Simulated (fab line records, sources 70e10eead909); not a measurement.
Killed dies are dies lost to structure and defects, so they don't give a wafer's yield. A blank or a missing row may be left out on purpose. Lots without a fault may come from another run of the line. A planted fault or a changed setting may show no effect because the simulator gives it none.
A struck lot beside a sound one | flow nand_harc | 14 steps out of a route of 1302
Sound: wafers L296.2, L296.5, L296.6. Struck: wafers L307.3, L307.5, L307.6. The cause comes at the end.
At each step with rows: each side's tool, then ch and its chambers, then its first start. Under that, the readings that differ: sound wafers | struck wafers | difference of the means | sigmas: that difference in standard deviations of wafers without a fault.
alike: readings whose means differ by less than 2 such deviations, and words and numbers that are the same on both sides. not compared: withheld readings, readings that some wafer has no value for, bounds like >300 that may hide the same value, and numbers for which the record gives no deviation and whose values overlap.
The two part at a step that has a row with sigmas, a row that says differs or no value, or rows on one side only. Numbers that don't overlap but have no deviation are shown without sigmas and don't part them. A reading that every wafer of one side lacks parts them only if that side has two wafers or more.

NHARC_A_STAIRCASE_TRIM_202: chemistry O2, time 211.2 s.
  sound on rie_diel-02 ch 0,1,3; struck on rie_diel-02 ch 0,2,3
  alike: drypump_motor_current_A, oes_product_au, rf_vpp_V, showerhead_plenum_p_Torr, throttle_valve_pct
  not compared: rf_hours_counter_h
NHARC_A_STAIRCASE_ETCH_203: etches the open film in C4F8/O2, target depth 100 nm, time 40.5 s.
  sound on rie_diel-02 ch 2,3; struck on rie_diel-02 ch 0,2,3
  alike: oes_product_au, rf_vpp_V
  not compared: rf_hours_counter_h
NHARC_A_STAIRCASE_STRIP_205: strips in O2.
  sound on plasma_asher-01 ch 0,1, day 18 23:48; struck on plasma_asher-01 ch 0,1, day 23 10:26
  alike: drypump_motor_current_A, heater_power_w
  not compared: rf_hours_counter_h
then, 8 steps without rows for these wafers: NHARC_A_STAIRCASE_STRIP_206 (strips in SPM, time 900 s); NHARC_A_STAIRCASE_PRECLEAN_207 (cleans in SC1); NHARC_A_STAIRCASE_SRD_208; NHARC_A_STAIRCASE_DEHYDRATE_209 (time 120 s); NHARC_A_STAIRCASE_HMDS_210 (time 30 s); NHARC_A_STAIRCASE_COAT_211; NHARC_A_STAIRCASE_SOFTBAKE_212 (time 170 s); NHARC_A_STAIRCASE_EBR_213.
NHARC_A_STAIRCASE_EXPOSE_214: exposes mask STAIR 3.
  sound on krf_scanner-01 ch 0, day 19 00:53; struck on krf_scanner-02 ch 0, day 23 11:27
  reading                             | sound             | struck            | difference | sigmas
  model.A_STAIRCASE.overlay_x_nm (nm) | 4.973 4.973 4.973 | 78.42 78.42 78.42 | +73.45     |
  alike: mask
then, 1 step without rows for these wafers: NHARC_A_STAIRCASE_PEB_215 (peb time 130 s).
NHARC_END_SORT_01:
  the record has rows for the sound wafers here (prober-02 ch 0, day 27 04:25) and none for the struck ones

WHERE THEY PART
Only at NHARC_END_SORT_01, within this record.

WHY: what the simulator had put in
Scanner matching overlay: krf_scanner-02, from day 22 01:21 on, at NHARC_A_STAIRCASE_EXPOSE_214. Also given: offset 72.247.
